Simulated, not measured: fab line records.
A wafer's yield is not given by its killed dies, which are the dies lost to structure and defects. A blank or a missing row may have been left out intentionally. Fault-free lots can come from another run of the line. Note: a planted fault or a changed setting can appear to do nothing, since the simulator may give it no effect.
Which tool did it? :: flow nandHarc :: 13 lots with 39 wafers sampled at 3 steps, on a route of 1159 steps

## WHAT THE GAUGES SHOWED, per wafer
NHARC_P_STI_INSPECT_11. Usual: rawDefectCount reads 5.2 (standard deviation 3).
lot: L875
measured: day 2 18:10
on: defectInspect-01
rawDefectCount: 3 5 3
flag: 

lot: L878
measured: day 3 11:07
on: defectInspect-01
rawDefectCount: 3 3 2
flag: 

lot: L879
measured: day 3 18:13
on: defectInspect-01
rawDefectCount: 9 12 7
flag: 

lot: L881
measured: day 4 05:04
on: defectInspect-01
rawDefectCount: 9 1 4
flag: 

lot: L883
measured: day 4 20:44
on: defectInspect-01
rawDefectCount: 4 6 6
flag: 

lot: L885
measured: day 5 04:41
on: defectInspect-01
rawDefectCount: 8 4 5
flag: 

lot: L891
measured: day 6 18:46
on: defectInspect-01
rawDefectCount: 5 7 9
flag: 

lot: L892
measured: day 7 00:18
on: defectInspect-01
rawDefectCount: 3 4 1
flag: 

lot: L893
measured: day 7 05:04
on: defectInspect-02
rawDefectCount: 2 4 4
flag: 

lot: L894
measured: day 7 10:59
on: defectInspect-01
rawDefectCount: 9 2 8
flag: 

lot: L895
measured: day 7 16:58
on: defectInspect-02
rawDefectCount: 3 5 9
flag: 

lot: L896
measured: day 8 01:14
on: defectInspect-02
rawDefectCount: 11 5 2
flag: 

lot: L897
measured: day 8 05:17
on: defectInspect-02
rawDefectCount: 5 3 3
flag: 

NHARC_P_GATE_CD_MEAS_59 targets a cd of 720 nm. Usual: cdNm reads 719.2 nm (standard deviation 2.7).
lot: L875
measured: day 5 08:22
on: cdSem-01
cdNm (nm): 724.3 720.8 722.7
flag: 

lot: L878
measured: day 6 04:40
on: cdSem-03
cdNm (nm): 723.2 721.3 721.8
flag: 

lot: L879
measured: day 6 15:13
on: cdSem-02
cdNm (nm): 717.3 716.2 715.1
flag: 

lot: L881
measured: day 6 17:55
on: cdSem-02
cdNm (nm): 720.3 723.6 721.2
flag: 

lot: L883
measured: day 7 10:03
on: cdSem-03
cdNm (nm): 694.9 694.0 697.5
flag: OFF

lot: L885
measured: day 8 02:25
on: cdSem-03
cdNm (nm): 720.2 721.5 722.2
flag: 

lot: L891
measured: day 9 14:58
on: cdSem-03
cdNm (nm): 721.7 719.8 719.2
flag: 

lot: L892
measured: day 9 19:21
on: cdSem-01
cdNm (nm): 716.6 716.2 717.5
flag: 

lot: L893
measured: day 9 19:44
on: cdSem-02
cdNm (nm): 719.0 719.1 718.5
flag: 

lot: L894
measured: day 10 10:03
on: cdSem-03
cdNm (nm): 715.5 715.7 713.8
flag: 

lot: L895
measured: day 10 09:40
on: cdSem-02
cdNm (nm): 718.8 718.5 721.0
flag: 

lot: L896
measured: day 10 18:26
on: cdSem-01
cdNm (nm): 718.8 718.9 719.7
flag: 

lot: L897
measured: day 10 19:19
on: cdSem-03
cdNm (nm): 720.5 718.8 719.5
flag: 

## TOOL THAT RAN EACH LOT (tool first, then ch and the chambers of the sampled wafers, then the start)
lot: L875
NHARC_P_GATE_EXPOSE_56: krfScanner-03 ch 0, day 5 08:13

lot: L878
NHARC_P_GATE_EXPOSE_56: krfScanner-04 ch 0, day 6 04:31

lot: L879
NHARC_P_GATE_EXPOSE_56: krfScanner-03 ch 0, day 6 15:03

lot: L881
NHARC_P_GATE_EXPOSE_56: krfScanner-03 ch 0, day 6 17:46

lot: L883
NHARC_P_GATE_EXPOSE_56: krfScanner-03 ch 0, day 7 09:54

lot: L885
NHARC_P_GATE_EXPOSE_56: krfScanner-02 ch 0, day 8 02:15

lot: L891
NHARC_P_GATE_EXPOSE_56: krfScanner-03 ch 0, day 9 14:47

lot: L892
NHARC_P_GATE_EXPOSE_56: krfScanner-03 ch 0, day 9 19:12

lot: L893
NHARC_P_GATE_EXPOSE_56: krfScanner-04 ch 0, day 9 19:34

lot: L894
NHARC_P_GATE_EXPOSE_56: krfScanner-04 ch 0, day 10 09:53

lot: L895
NHARC_P_GATE_EXPOSE_56: krfScanner-03 ch 0, day 10 09:30

lot: L896
NHARC_P_GATE_EXPOSE_56: krfScanner-04 ch 0, day 10 18:17

lot: L897
NHARC_P_GATE_EXPOSE_56: krfScanner-04 ch 0, day 10 19:09
- NHARC_P_GATE_EXPOSE_56: exposes mask P PSD, target cd 720 nm.

## WHAT THE TOOLS THEMSELVES READ (means of the sampled wafers that have a number; where no wafer has one, the mark that the record gives instead)
The record holds no such reading with a usual standard deviation.

## THE ANSWER, worked out from the rows above alone
Rule: a lot is off if the mean of its wafers that have a number lies more than 3 standard deviations from the usual mean. Also off: a lot with no number at a reading for which 4 or more lots have one. The other lots that the step has rows for count as sound. The gauges are gone through in route order, then the tools' own readings, and for those a lot's mean is taken as printed above. At the first step where some lot is off, the reading lying furthest off is the one used; lots without a number count as furthest.
Off at NHARC_P_GATE_CD_MEAS_59 (cdNm): L883.
If a tool, at a process step before that reading, ran all the lots that are off and no sound lot after the first of them, it fits. Gauges at NHARC_P_GATE_CD_MEAS_59: tried the same way as those tools. Not one of the candidates tried fits.

## WHAT THE SIMULATOR PUT IN
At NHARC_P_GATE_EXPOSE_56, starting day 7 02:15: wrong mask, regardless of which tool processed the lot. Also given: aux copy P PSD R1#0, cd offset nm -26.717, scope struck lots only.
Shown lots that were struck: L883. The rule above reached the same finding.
